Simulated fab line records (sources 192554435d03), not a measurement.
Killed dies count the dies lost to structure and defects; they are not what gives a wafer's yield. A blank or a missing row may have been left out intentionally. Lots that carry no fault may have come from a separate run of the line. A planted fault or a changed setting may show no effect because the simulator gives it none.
Lot-split experiment + flow n5_finfet + 21 wafers read from 7 lots, route of 1938 steps

ABOUT THE SPLIT
At N5_BEOL_M4_PECVD_72 (deposits SiO2 from TEOS/O2, target thk 16 nm, time 18 s), the setting time_s was moved away from the recipe's 18 s on 7 of the 21 wafers read, by -12.2% to +5.7%. The other wafers ran this setting at the recipe's value.

The split's own step is where the reading is taken.

THE READING
SiO2_of_BEOL_M4_PECVD_72.thk_nm (the simulator's own value, which no gauge read), in nm, at N5_BEOL_M4_PECVD_72 (deposits SiO2 from TEOS/O2, target thk 16 nm, time 18 s). No usual value for it is given in the file. Across the 14 wafers here that went through the recipe, the average is 16.1 nm and the standard deviation 0.21 nm.

| wafer  | tool, chamber at the split | time_s as run, s | against the recipe | SiO2_of_BEOL_M4_PECVD_72.thk_nm, nm | against lot-mates on the recipe |
|--------|----------------------------|------------------|--------------------|-------------------------------------|---------------------------------|
| L080.3 | pecvd-01, 1,1,0            | 18               | recipe             | 16.2                                | -                               |
| L080.4 | pecvd-01, 1,1,0            | 18               | recipe             | 16.2                                | -                               |
| L080.5 | pecvd-01, 1,1,0            | 18               | recipe             | 16.2                                | -                               |
| L079.4 | pecvd-04, 1,0              | 18               | recipe             | 16.4                                | -                               |
| L079.6 | pecvd-04, 1,0              | 18               | recipe             | 16.4                                | -                               |
| L079.5 | pecvd-04, 2                | 18               | recipe             | 16                                  | -                               |
| L081.1 | pecvd-01, 2                | 18               | recipe             | 16                                  | -                               |
| L081.2 | pecvd-01, 0                | 18               | recipe             | 15.8                                | -                               |
| L081.4 | pecvd-01, 2                | 16.39            | -8.9%              | 15                                  | -0.9                            |
| L084.2 | pecvd-04, 0                | 18               | recipe             | 16                                  | -                               |
| L084.3 | pecvd-04, 2                | 19.03            | +5.7%              | 16.8                                | +0.8                            |
| L084.5 | pecvd-04, 2                | 19.03            | +5.7%              | 17                                  | +1.0                            |
| L085.2 | pecvd-01, 1                | 18               | recipe             | 16                                  | -                               |
| L085.5 | pecvd-01, 0                | 18               | recipe             | 16.2                                | -                               |
| L085.6 | pecvd-01, 2                | 18               | recipe             | 16.4                                | -                               |
| L090.1 | pecvd-01, 0                | 15.8             | -12.2%             | 14.4                                | -2.0                            |
| L090.2 | pecvd-01, 2                | 15.8             | -12.2%             | 14                                  | -2.4                            |
| L090.5 | pecvd-01, 0                | 18               | recipe             | 16.4                                | -                               |
| L092.1 | pecvd-01, 2                | 16.58            | -7.9%              | 14.6                                | -1.2                            |
| L092.3 | pecvd-01, 1                | 18               | recipe             | 15.8                                | -                               |
| L092.5 | pecvd-01, 2                | 16.58            | -7.9%              | 15                                  | -0.8                            |
Where a row lists several chambers, the file gives one row for several wafers and doesn't say which wafer went through which chamber.

THE FIT
A straight line over all 21 wafers: SiO2_of_BEOL_M4_PECVD_72.thk_nm changes by +0.153 nm for each +1% of time_s; r = +0.96; the points scatter about the line by 0.22 nm.
The same after taking each lot's own level away (the mean of its wafers on the recipe; 21 wafers): +0.156 nm for each +1%; r = +0.96; scatter 0.22 nm.
On that fit, the largest move of time_s shifts the reading by 1.9 nm.
The lots' own levels span 15.80 to 16.40 nm, that is 2.9 times the standard deviation above.
Hence the lot-to-lot level has little effect on the slope; both slopes agree.
Check: for one of the wafers moved furthest among these (-12.2%), held out of the fit, the line's prediction against its lot-mates is -1.84 nm. Against them it came out at -2 nm.

OTHER SPLITS ON THESE WAFERS
Other splits were also applied to these wafers ahead of the reading. Each is held against what the fit with the lots' levels taken away leaves over:
| other split on the same wafers       | wafers away from the commonest value | r with SiO2_of_BEOL_M4_PECVD_72.thk_nm (lot level and that fit taken away) |
|--------------------------------------|--------------------------------------|----------------------------------------------------------------------------|
| N5_HKMG_FIN_ETCH_54 source_w         | 7                                    | -0.30                                                                      |
| N5_GATE_CUT_COAT_27 spin_rpm         | 10                                   | -0.30                                                                      |
| N5_GATE_CUT_DESCUM_18 time_s         | 6                                    | +0.11                                                                      |
| N5_MOL_CONTACT_COAG_ETCH_15 source_w | 6                                    | -0.34                                                                      |
| N5_MOL_CONTACT_COAG_ETCH_91 time_s   | 7                                    | +0.30                                                                      |
| N5_BEOL_M0_SAQP_COAT_08 spin_rpm     | 8                                    | +0.07                                                                      |
| N5_BEOL_M0_SAQP_PEB_12 peb_time_s    | 8                                    | -0.41                                                                      |
| N5_BEOL_M1_EXPOSE_25 dose_mj         | 7                                    | +0.11                                                                      |
| N5_BEOL_M3_TRENCH_ETCH_37 time_s     | 4                                    | +0.07                                                                      |
| N5_BEOL_M3_ETCH_41 target_depth_a    | 8                                    | +0.02                                                                      |

FILE'S OWN FIT
SiO2_of_BEOL_M4_PECVD_72.thk_nm changes by +0.148 nm for each +1% of time_s, r = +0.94.
